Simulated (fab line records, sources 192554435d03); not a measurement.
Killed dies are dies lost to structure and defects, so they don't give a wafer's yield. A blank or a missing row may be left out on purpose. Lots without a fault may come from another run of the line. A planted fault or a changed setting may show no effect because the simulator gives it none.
fab line records | flow n5_finfet | part 1 of 2: steps 1 to 4 of 6
record lots=24 wafers=72 last_day=17
route steps=1938 shown PMOS_HMC_CHANNEL_EPI@87 FIN_SAQP@120
lots that met no fault: from a run of the same line without faults
start_h: hours from the record's first day to the start of the lot's first wafer shown | wait_h: hours since the lot's step before | " the same as in the row above | L1.1+2: a row that stands for several wafers | - no value, or no start given | * or withheld: withheld | < > ~ a bound
route shown NAME@n: a module of which the file shows steps, and the number in the route of the first | usual: mean/standard deviation of fault-free wafers | same: alike in all rows | chamber/n: place in a boat | sites: the reading at each site | _std_site: their standard deviation | _edge_site: outer sites' mean less inner sites' | radius_mm: how far each site lies from the wafer's centre | mask NAME#n: copy n | behind: the tool/chamber that last shaped the wafer | hold: why the lot was held/for how many hours/how that ended | device: the transistor (n, p or np) that didn't switch | end of line: the same wafers' tests at the end of the route | a step without rows: its recipe alone | killed: dies lost to structure and defects at the first sort, not the wafer's yield | map: a wafer's dies, x killed, . not, _ none there
set.NAME: the setting as run; set.NAME@STEP: as run at that earlier step | model.NAME: the simulator's own value behind a step, which no gauge read
steps of the route over a sample of lots; a table a step, a row a wafer
services: from which hour (start_h, from the record's first day; less than 0 if before it) a tool's chamber was out of use, for how many hours, and why
## steps
# step N5_PMOS_HMC_CHANNEL_EPI_EPI_26
# recipe material=Si target_thk_a=38 temp_c=650 precursor=SiH4/H2 pressure_torr=20 time_s=22.7
# usual throttle_valve_pct=11.21/0.28
# columns lot.wafer tool chamber start_h wait_h throttle_valve_pct
L074.1 epi_rpcvd-01 0 20.00 0.0 10.71
L074.2 " 0 " " 10.99
L074.4 " 0 " " 10.79
L075.3 epi_rpcvd-02 0 25.80 0.1 11.36
L075.4 " 0 " " 11.33
L075.6 " 0 " " 11.44
L076.2 epi_rpcvd-01 0 32.12 0.1 10.68
L076.3 " 0 " " 10.91
L076.5 " 0 " " 11.10
L077.4 epi_rpcvd-03 0 39.38 0.2 11.35
L077.5 " 0 " " 11.84
L077.6 " 0 " " 11.20
L078.1 epi_rpcvd-02 0 45.56 0.0 11.47
L078.2 " 0 " " 11.32
L078.6 " 0 " " 11.32
L079.2 epi_rpcvd-03 0 50.12 0.1 11.20
L079.3 " 0 " " 11.30
L079.6 " 0 " " 11.07
L080.2 epi_rpcvd-01 0 56.34 0.1 10.86
L080.3 " 0 " " 10.98
L080.6 " 0 " " 11.07
L081.2 epi_rpcvd-01 0 62.59 0.1 11.25
L081.5 " 0 " " 10.73
L081.6 " 0 " " 11.06
L082.1 epi_rpcvd-03 0 67.80 0.0 11.33
L082.3 " 0 " " 11.43
L082.4 " 0 " " 11.19
L083.1 epi_rpcvd-01 0 73.95 0.0 11.05
L083.2 " 0 " " 10.80
L083.4 " 0 " " 10.72
L084.2 epi_rpcvd-03 0 79.62 0.1 11.56
L084.3 " 0 " " 11.33
L084.6 " 0 " " 11.71
L085.1 epi_rpcvd-03 0 86.12 0.0 11.58
L085.3 " 0 " " 11.41
L085.4 " 0 " " 11.35
L086.2 epi_rpcvd-03 0 91.83 0.1 11.22
L086.4 " 0 " " 11.20
L086.6 " 0 " " 11.55
L087.3 epi_rpcvd-03 0 97.90 0.1 11.35
L087.5 " 0 " " 11.30
L087.6 " 0 " " 11.29
L088.1 epi_rpcvd-01 0 104.00 0.0 10.59
L088.5 " 0 " " 10.86
L088.6 " 0 " " 11.16
L089.3 epi_rpcvd-02 0 110.74 0.2 11.37
L089.4 " 0 " " 11.46
L089.6 " 0 " " 11.49
L090.2 epi_rpcvd-01 0 116.33 0.1 11.08
L090.4 " 0 " " 10.82
L090.5 " 0 " " 10.75
L091.1 epi_rpcvd-03 0 122.16 0.0 11.26
L091.2 " 0 " " 11.38
L091.6 " 0 " " 11.45
L092.1 epi_rpcvd-03 0 127.97 0.0 11.30
L092.4 " 0 " " 11.72
L092.6 " 0 " " 11.08
L093.1 epi_rpcvd-01 0 134.28 0.0 10.78
L093.3 " 0 " " 11.16
L093.4 " 0 " " 10.78
L094.2 epi_rpcvd-03 0 139.55 0.1 11.39
L094.3 " 0 " " 11.51
L094.5 " 0 " " 11.28
L095.4 epi_rpcvd-03 0 145.95 0.2 11.22
L095.5 " 0 " " 11.61
L095.6 " 0 " " 11.39
L096.4 epi_rpcvd-02 0 151.83 0.2 11.45
L096.5 " 0 " " 11.24
L096.6 " 0 " " 11.16
L097.1 epi_rpcvd-02 0 158.56 0.0 11.38
L097.4 " 0 " " 11.33
L097.5 " 0 " " 11.26
# step N5_FIN_SAQP_MANDREL_ETCH_22
# recipe target_depth_a=600 chemistry=HBr/Cl2 target=a-Si stop_on=SiNx bt_time_s=10 over_etch_frac=0.5 time_s=30 pressure_mtorr=10 icp_w=800 bias_w=75 HBr_flow_sccm=150 Cl2_flow_sccm=80 ends=end_point
# usual HBr_flow_sccm=150.1/0.47 drypump_motor_current_A=5.9/0.45 mfc_cl2_sccm=79.97/0.23 oes_product_au=0.775/0.0099 throttle_valve_pct=35.3/0.45
# columns lot.wafer tool chamber start_h wait_h HBr_flow_sccm drypump_motor_current_A mfc_cl2_sccm oes_product_au rf_hours_counter_h throttle_valve_pct
L074.1 rie_si-05 0 22.39 0.0 150.3 5.7 79.71 0.768 204 34.5
L074.2 " 1 " " 149.9 5.1 79.64 0.781 120 34.8
L074.4 " 3 " " 149.5 6.4 79.85 0.786 22 35.9
L075.3 rie_si-05 0 27.82 0.0 149.8 5.7 79.69 0.761 204 34.5
L075.4 " 3 " " 150.2 6.4 79.83 0.768 22 36.0
L075.6 " 3 " " 149.8 6.4 80.09 0.775 - 36.0
L076.2 rie_si-04 0 34.52 0.0 150.0 5.8 80.20 0.782 66 35.0
L076.3 " 1 " " 150.7 6.4 80.20 0.771 47 36.0
L076.5 " 3 " " 150.3 5.3 79.91 0.773 - 35.8
L077.4 rie_si-05 3 41.75 0.0 149.8 6.4 80.09 0.782 23 36.0
L077.5 " 1 " " 150.1 5.2 79.95 0.783 - 34.8
L077.6 " 2 " " 150.4 5.3 79.82 0.778 - 35.3
L078.1 rie_si-03 0 47.74 0.0 149.8 6.1 79.67 0.755 102 35.4
L078.2 " 1 " " 150.7 5.7 80.21 0.782 94 35.1
L078.6 " 2 " " 150.0 6.5 79.55 0.791 - 35.9
L079.2 rie_si-03 2 53.48 0.0 149.7 6.5 80.24 0.769 20 35.9
L079.3 " 3 " " 150.7 6.2 79.65 0.784 180 34.8
L079.6 " 2 " " 150.0 6.5 79.80 0.778 - 35.9
L080.2 rie_si-05 0 58.36 0.0 150.9 5.7 79.89 0.765 205 34.5
L080.3 " 1 " " 150.0 5.2 80.15 0.781 121 34.9
L080.6 " 1 " " 149.6 5.2 80.10 0.780 - 34.8
L081.2 rie_si-05 1 64.70 0.0 150.2 5.2 80.31 0.764 121 34.9
L081.5 " 2 " " 151.0 5.4 79.91 0.766 - 35.3
L081.6 " 3 " " 150.0 6.4 80.07 0.778 - 36.0
L082.1 rie_si-03 0 69.74 0.0 150.1 6.1 80.19 0.754 103 35.4
L082.3 " 1 " " 150.3 5.7 79.72 0.780 95 35.1
L082.4 " 3 " " 150.5 6.3 79.73 0.784 181 34.8
L083.1 rie_si-05 2 75.90 0.0 149.6 5.3 80.19 0.786 195 35.3
L083.2 " 3 " " 151.0 6.4 79.83 0.777 24 36.0
L083.4 " 3 " " 151.0 6.4 80.12 0.783 - 36.0
L084.2 rie_si-04 0 81.72 0.0 149.4 5.7 80.23 0.783 67 35.0
L084.3 " 3 " " 149.7 5.4 79.68 0.755 97 35.8
L084.6 " 0 " " 149.3 5.7 79.77 0.792 - 35.0
L085.1 rie_si-03 3 89.92 0.0 149.4 6.2 79.31 0.777 181 34.8
L085.3 " 1 " " 149.7 5.7 80.28 0.769 95 35.2
L085.4 " 0 " " 150.1 6.1 80.02 0.767 103 35.4
L086.2 rie_si-04 1 99.80 0.0 150.1 6.4 80.06 0.768 48 36.0
L086.4 " 2 " " 150.4 5.8 79.92 0.781 99 35.2
L086.6 " 0 " " 150.3 5.7 79.62 0.788 - 35.0
L087.3 rie_si-04 2 103.14 0.0 149.7 5.7 79.70 0.785 99 35.2
L087.5 " 0 " " 150.2 5.7 79.79 0.785 - 35.0
L087.6 " 3 " " 150.2 5.4 80.11 0.769 - 35.8
L088.1 rie_si-05 1 107.59 0.0 150.4 5.2 79.90 0.781 122 34.8
L088.5 " 1 " " 150.0 5.2 79.73 0.781 - 34.9
L088.6 " 0 " " 150.7 5.7 80.11 0.778 - 35.1
L089.3 rie_si-03 3 114.35 0.0 150.2 6.2 80.09 0.770 181 34.8
L089.4 " 1 " " 151.2 5.7 79.91 0.782 95 35.1
L089.6 " 1 " " 151.1 5.7 79.95 0.786 - 35.1
L090.2 rie_si-04 2 119.79 0.0 150.0 5.7 79.58 0.782 99 35.2
L090.4 " 0 " " 149.9 5.7 79.97 0.790 68 35.0
L090.5 " 1 " " 150.6 6.4 80.18 0.787 - 36.0
L091.1 rie_si-03 2 124.29 0.0 151.1 6.5 80.36 0.770 21 35.9
L091.2 " 0 " " 149.7 6.1 79.91 0.747 103 35.4
L091.6 " 2 " " 150.8 6.5 79.88 0.775 - 35.9
L092.1 rie_si-03 3 130.04 0.0 150.3 6.2 80.06 0.782 182 34.8
L092.4 " 1 " " 149.4 5.7 80.10 0.788 96 35.1
L092.6 " 1 " " 149.7 5.7 79.87 0.796 - 35.1
L093.1 rie_si-05 0 137.43 0.0 149.6 5.7 80.33 0.761 1 35.1
L093.3 " 1 " " 149.8 5.2 80.08 0.772 122 34.9
L093.4 " 0 " " 149.8 5.7 80.36 0.774 - 35.1
L094.2 rie_si-03 3 141.65 0.0 150.4 6.2 79.99 0.765 182 34.9
L094.3 " 0 " " 149.6 6.1 80.10 0.765 104 35.4
L094.5 " 2 " " 150.0 6.5 79.63 0.776 - 35.9
L095.4 rie_si-03 2 148.05 0.0 149.6 6.5 79.94 0.779 22 35.9
L095.5 " 3 " " 150.3 6.2 79.98 0.780 - 34.8
L095.6 " 2 " " 149.5 6.5 79.78 0.778 - 35.9
L096.4 rie_si-04 1 153.77 0.0 150.0 6.4 80.13 0.774 49 36.0
L096.5 " 1 " " 150.4 6.4 79.68 0.775 - 36.0
L096.6 " 0 " " 149.8 5.7 79.97 0.777 - 35.0
L097.1 rie_si-05 0 160.86 0.0 150.2 5.7 79.71 0.754 2 35.1
L097.4 " 1 " " 149.8 5.2 80.19 0.784 123 34.9
L097.5 " 2 " " 149.5 5.4 80.05 0.776 - 35.3
# step N5_FIN_SAQP_RECESS_75
# recipe chemistry=HF/NH3 target=SiO2 target_depth_a=144 afs_cycles=3 temp_c=30 sublimation_temp_c=180 sublimation_time_s=60
# usual drypump_motor_current_A=5.59/0.26 temp_c=30.01/0.1
# columns lot.wafer tool chamber start_h wait_h drypump_motor_current_A temp_c
L074.1 vapor_etch-01 1 24.03 1.2 5.70 29.88
L074.2 " 0 " " 5.57 29.80
L074.4 " 1 " " 5.69 29.97
L075.3 vapor_etch-01 1 29.88 1.7 5.69 29.93
L075.4 " 0 " " 5.58 29.88
L075.6 " 1 " " 5.71 29.85
L076.2 vapor_etch-01 0 35.01 0.0 5.58 30.03
L076.3 " 1 " " 5.69 29.89
L076.5 " 0 " " 5.58 30.14
L077.4 vapor_etch-02 1 42.30 0.1 5.20 30.02
L077.5 " 0 " " 5.90 30.10
L077.6 " 1 " " 5.15 30.01
L078.1 vapor_etch-02 0 48.26 0.1 5.89 29.76
L078.2 " 1 " " 5.20 29.93
L078.6 " 0 " " 5.89 29.92
L079.2 vapor_etch-01 0 53.90 0.0 5.58 30.03
L079.3 " 1 " " 5.70 30.02
L079.6 " 0 " " 5.58 30.01
L080.2 vapor_etch-01 1 58.79 0.0 5.72 30.05
L080.3 " 0 " " 5.59 29.99
L080.6 " 1 " " 5.71 30.26
L081.2 vapor_etch-01 0 65.15 0.0 5.58 30.06
L081.5 " 0 " " 5.57 30.06
L081.6 " 1 " " 5.72 30.04
L082.1 vapor_etch-01 0 70.17 0.0 5.57 29.95
L082.3 " 0 " " 5.57 29.94
L082.4 " 1 " " 5.73 30.00
L083.1 vapor_etch-01 0 76.65 0.4 5.59 30.12
L083.2 " 1 " " 5.69 30.08
L083.4 " 1 " " 5.71 29.98
L084.2 vapor_etch-02 0 82.14 0.0 5.87 29.95
L084.3 " 0 " " 5.89 29.97
L084.6 " 0 " " 5.89 30.03
L085.1 vapor_etch-02 1 93.67 3.1 5.21 29.98
L085.3 " 0 " " 5.90 30.15
L085.4 " 1 " " 5.19 29.98
L086.2 vapor_etch-02 1 100.23 0.0 5.17 30.07
L086.4 " 0 " " 5.89 30.11
L086.6 " 1 " " 5.18 30.04
L087.3 vapor_etch-02 0 104.03 0.2 5.89 29.99
L087.5 " 1 " " 5.18 29.95
L087.6 " 0 " " 5.90 29.90
L088.1 vapor_etch-01 0 108.01 0.0 5.57 30.09
L088.5 " 0 " " 5.58 30.04
L088.6 " 1 " " 5.71 29.81
L089.3 vapor_etch-02 1 115.06 0.3 5.21 30.05
L089.4 " 0 " " 5.90 29.96
L089.6 " 1 " " 5.20 30.04
L090.2 vapor_etch-02 0 120.26 0.0 5.92 29.89
L090.4 " 0 " " 5.91 29.84
L090.5 " 0 " " 5.89 30.05
L091.1 vapor_etch-01 1 124.71 0.0 5.74 30.09
L091.2 " 0 " " 5.57 29.95
L091.6 " 1 " " 5.72 30.16
L092.1 vapor_etch-01 0 130.59 0.0 5.59 30.05
L092.4 " 1 " " 5.68 30.05
L092.6 " 1 " " 5.69 30.10
L093.1 vapor_etch-02 1 137.85 0.0 5.21 30.02
L093.3 " 0 " " 5.90 30.05
L093.4 " 1 " " 5.21 29.94
L094.2 vapor_etch-02 0 142.30 0.0 5.88 29.95
L094.3 " 1 " " 5.20 30.13
L094.5 " 1 " " 5.16 30.09
L095.4 vapor_etch-02 0 148.60 0.1 5.90 30.13
L095.5 " 0 " " 5.89 30.08
L095.6 " 1 " " 5.18 30.13
L096.4 vapor_etch-01 0 154.34 0.1 5.58 30.14
L096.5 " 1 " " 5.72 30.10
L096.6 " 0 " " 5.58 30.21
L097.1 vapor_etch-02 1 161.28 0.0 5.21 29.86
L097.4 " 1 " " 5.18 29.95
L097.5 " 1 " " 5.25 29.80
# step N5_FIN_SAQP_ETCH_65
# recipe chemistry=CF4 target=SiO2 target_depth_a=40 ion_energy_ev=350 time_s=4.4 pressure_mtorr=10 icp_w=800 bias_w=400 cf4_flow_sccm=80
# usual drypump_motor_current_A=5.9/0.42 oes_product_au=1.01/0.032 throttle_valve_pct=21.80/0.29
# columns lot.wafer tool chamber start_h wait_h drypump_motor_current_A oes_product_au rf_hours_counter_h throttle_valve_pct
L074.1 rie_si-04 0 25.70 0.1 5.7 1.01 66 21.48
L074.2 " 2 " " 5.7 1.05 97 21.69
L074.4 " 3 " " 5.4 1.04 95 21.99
L075.3 rie_si-03 3 31.21 0.1 6.2 1.02 180 21.61
L075.4 " 0 " " 6.1 0.93 102 21.43
L075.6 " 3 " " 6.2 1.01 - 21.60
L076.2 rie_si-05 1 36.52 0.1 5.2 1.04 120 21.65
L076.3 " 0 " " 5.7 0.97 205 21.48
L076.5 " 3 " " 6.4 1.01 - 22.30
L077.4 rie_si-04 2 43.64 0.1 5.7 1.04 98 21.69
L077.5 " 2 " " 5.7 1.04 - 21.70
L077.6 " 3 " " 5.4 1.05 - 21.99
L078.1 rie_si-03 0 49.72 0.1 6.1 0.95 102 21.44
L078.2 " 1 " " 5.7 1.02 94 21.43
L078.6 " 3 " " 6.2 1.03 - 21.61
L079.2 rie_si-04 1 55.87 0.1 6.4 0.99 48 22.10
L079.3 " 2 " " 5.8 1.05 98 21.71
L079.6 " 1 " " 6.4 0.98 - 22.10
L080.2 rie_si-03 0 60.24 0.1 6.0 0.95 102 21.45
L080.3 " 3 " " 6.2 1.02 181 21.62
L080.6 " 2 " " 6.5 0.98 - 22.21
L081.2 rie_si-03 0 66.60 0.1 6.1 0.94 102 21.43
L081.5 " 3 " " 6.2 1.02 - 21.61
L081.6 " 0 " " 6.1 0.94 - 21.43
L082.1 rie_si-04 0 71.65 0.1 5.7 1.01 67 21.49
L082.3 " 2 " " 5.7 1.05 98 21.70
L082.4 " 1 " " 6.5 0.98 48 22.09
L083.1 rie_si-04 0 80.24 0.1 5.7 1.01 67 21.49
L083.2 " 3 " " 5.4 1.04 97 21.99
L083.4 " 1 " " 6.4 0.99 48 22.09
L084.2 rie_si-05 2 83.62 0.1 5.3 1.01 196 21.88
L084.3 " 3 " " 6.4 1.00 24 22.29
L084.6 " 2 " " 5.3 1.02 - 21.89
L085.1 rie_si-05 1 100.32 0.1 5.2 1.05 121 21.64
L085.3 " 0 " " 5.7 0.98 0 21.66
L085.4 " 3 " " 6.4 1.02 24 22.31
L086.2 rie_si-04 2 104.27 0.1 5.7 1.04 99 21.70
L086.4 " 3 " " 5.3 1.04 97 21.99
L086.6 " 1 " " 6.4 0.97 - 22.10
L087.3 rie_si-03 1 106.44 0.1 5.7 1.02 95 21.44
L087.5 " 1 " " 5.7 1.02 - 21.42
L087.6 " 2 " " 6.5 0.97 - 22.23
L088.1 rie_si-04 2 110.18 0.1 5.7 1.05 99 21.70
L088.5 " 2 " " 5.7 1.05 - 21.70
L088.6 " 3 " " 5.4 1.04 - 21.99
L089.3 rie_si-04 1 116.40 0.1 6.4 0.98 48 22.09
L089.4 " 3 " " 5.4 1.04 97 22.00
L089.6 " 1 " " 6.4 0.98 - 22.08
L090.2 rie_si-03 3 121.73 0.1 6.2 1.02 182 21.62
L090.4 " 1 " " 5.8 1.02 95 21.42
L090.5 " 2 " " 6.5 0.98 - 22.23
L091.1 rie_si-03 3 126.53 0.1 6.2 1.01 182 21.62
L091.2 " 0 " " 6.1 0.94 104 21.43
L091.6 " 3 " " 6.2 1.02 - 21.59
L092.1 rie_si-04 0 133.61 0.1 5.7 1.01 68 21.48
L092.4 " 3 " " 5.4 1.03 98 21.99
L092.6 " 3 " " 5.3 1.05 - 21.98
L093.1 rie_si-05 3 139.31 0.1 6.4 1.02 25 22.30
L093.3 " 1 " " 5.2 1.04 122 21.65
L093.4 " 1 " " 5.2 1.04 - 21.65
L094.2 rie_si-04 1 143.79 0.1 6.4 0.97 49 22.10
L094.3 " 3 " " 5.4 1.04 98 22.01
L094.5 " 2 " " 5.7 1.06 - 21.70
L095.4 rie_si-04 0 150.48 0.1 5.7 1.02 68 21.49
L095.5 " 3 " " 5.4 1.04 - 21.98
L095.6 " 2 " " 5.7 1.05 - 21.70
L096.4 rie_si-05 1 155.69 0.0 5.2 1.04 - 21.65
L096.5 " 3 " " 6.4 1.01 - 22.31
L096.6 " 0 " " 5.7 0.97 - 21.66
L097.1 rie_si-03 1 162.74 0.1 5.7 1.03 96 21.44
L097.4 " 0 " " 6.1 0.96 104 21.43
L097.5 " 2 " " 6.5 0.98 - 22.22
